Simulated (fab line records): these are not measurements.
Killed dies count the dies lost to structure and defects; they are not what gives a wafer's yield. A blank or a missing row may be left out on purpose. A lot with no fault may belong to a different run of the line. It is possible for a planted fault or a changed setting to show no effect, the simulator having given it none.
Which of the tools did it? / flow nand_harc / 21 wafers from 7 lots sampled at 2 of the route's 1159 steps

== WHAT EACH GAUGE READ, for each wafer ==
NHARC_A_BLC_INSPECT_28.
lot=L566; measured=day 18 00:48; on=defect_inspect-02; raw_defect_count=544 408 601
lot=L569; measured=day 18 07:25; on=defect_inspect-02; raw_defect_count=311 448 367
lot=L571; measured=day 18 22:34; on=defect_inspect-01; raw_defect_count=611 448 468
lot=L578; measured=day 20 20:09; on=defect_inspect-02; raw_defect_count=306 338 564
lot=L581; measured=day 21 18:59; on=defect_inspect-02; raw_defect_count=382 365 477
lot=L584; measured=day 22 05:34; on=defect_inspect-01; raw_defect_count=305 343 329
lot=L587; measured=day 22 23:11; on=defect_inspect-01; raw_defect_count=497 727 523

== EACH LOT AND THE TOOL THAT RAN IT (in order: tool; ch and the chambers of the sampled wafers; start) ==
lot=L566; NHARC_A_BLC_PVD_32=pvd_sputter-02, day 18 00:48 or earlier
lot=L569; NHARC_A_BLC_PVD_32=pvd_sputter-02, day 18 07:25 or earlier
lot=L571; NHARC_A_BLC_PVD_32=pvd_sputter-02, day 18 22:34 or earlier
lot=L578; NHARC_A_BLC_PVD_32=pvd_sputter-02, day 20 20:09 or earlier
lot=L581; NHARC_A_BLC_PVD_32=pvd_sputter-02, day 21 18:59 or earlier
lot=L584; NHARC_A_BLC_PVD_32=pvd_sputter-02, day 22 05:34 or earlier
lot=L587; NHARC_A_BLC_PVD_32=pvd_sputter-02, day 22 23:11 or earlier
- NHARC_A_BLC_PVD_32: deposits Ti, target thk 5 nm, time 17.7 s.

== THE ANSWER, worked out from the rows above alone ==
Rule: what is usual is taken from the lots themselves. The widest of any qualifying gaps counts: lots, ordered by their means at a reading, are off when they make up no more than a third of the lots, leave a main group of 4 or more, and stand apart from it by 3 or more times the standard deviation of that group's means. If all means in a main group match to the digits the tables above print for the reading, that group is not used. Also off: a lot with no number at a reading for which 4 or more lots have one. Where the step has rows for the other lots, those lots are counted as sound.
Across all readings shown, no lot is off: no conclusion can be drawn from this.

== WHAT HAD BEEN PUT IN BY THE SIMULATOR ==
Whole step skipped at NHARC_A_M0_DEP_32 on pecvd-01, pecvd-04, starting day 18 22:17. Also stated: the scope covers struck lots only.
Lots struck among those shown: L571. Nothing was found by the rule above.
